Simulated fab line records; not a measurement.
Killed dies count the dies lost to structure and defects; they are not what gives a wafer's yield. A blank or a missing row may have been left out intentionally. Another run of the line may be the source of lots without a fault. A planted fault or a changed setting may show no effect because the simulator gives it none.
Chamber matching	flow n5_finfet	N5_FIN_SAQP_SPACER2_ETCHBACK_29 on rie_diel-01: 4 sister chambers
The step etches SiO2 in CHF3/O2, target depth 12.2 nm, time 6.1 s. 20 wafers are shown with their chamber, then 10 later ones without.

## WAFERS WITH THEIR CHAMBER
wafer	chamber	drypump_motor_current_A (A)	showerhead_plenum_p_Torr (Torr)	throttle_valve_pct (%)
L075.3	3	6.1	2.38	18.77
L075.5	0	5.5	2.38	19.53
L075.6	1	5.5	2.45	18.43
L076.1	0	5.4	2.38	19.54
L076.3	3	6.1	2.37	18.78
L076.5	1	5.5	2.44	18.45
L082.2	1	5.5	2.44	18.47
L082.4	2	5.9	2.51	19.02
L082.5	1	5.6	2.44	18.46
L084.1	1	5.5	2.44	18.47
L084.4	2	5.9	2.51	19.02
L084.5	1	5.5	2.44	18.48
L087.3	1	5.5	2.44	18.47
L087.5	0	5.4	2.38	19.13
L087.6	3	6.1	2.37	18.80
L088.1	0	5.5	2.37	19.15
L088.2	2	5.9	2.50	19.05
L088.3	1	5.5	2.44	18.47
L089.1	1	5.5	2.44	18.49
L089.4	3	6.1	2.37	18.79

SIGNATURES, as means of the wafers listed above
reading	chamber 0	chamber 1	chamber 2	chamber 3	scatter within a chamber
drypump_motor_current_A	5.450	5.511	5.900	6.100	0.0344
showerhead_plenum_p_Torr	2.3775	2.4411	2.5067	2.3725	0.00437
throttle_valve_pct	19.3375	18.4656	19.0300	18.7850	0.0999
Rule: a wafer's distance from a chamber is the root of the sum, over the readings, of the square of ((its reading less the chamber's mean) divided by the reading's scatter). The wafer belongs to the nearest chamber; if the next one is less than 2 further off, it can't be placed. How the scatter is found: for the shown wafers, subtract from each reading the mean of its chamber, square and add these, divide the total by (wafers less chambers), then take the root.

## WAFERS WITHOUT THEIR CHAMBER
wafer	drypump_motor_current_A (A)	showerhead_plenum_p_Torr (Torr)	throttle_valve_pct (%)
L089.6	5.5	2.44	18.49
L091.1	5.4	2.37	19.17
L091.4	5.5	2.43	18.48
L091.5	6.1	2.37	18.81
L094.1	5.5	2.43	18.50
L094.5	5.4	2.37	19.16
L094.6	5.9	2.50	19.05
L096.1	5.9	2.50	19.08
L096.3	5.5	2.37	19.18
L096.5	5.5	2.37	19.19

## CHAMBER TAKEN BY EACH
wafer	from the rows above	in truth
L089.6	1	1
L091.1	0	0
L091.4	1	1
L091.5	3	3
L094.1	1	1
L094.5	0	0
L094.6	2	2
L096.1	2	2
L096.3	0	0
L096.5	0	0
Correctly placed: 10 of 10. Can't be placed from these rows: 0. 0 placed wrongly.
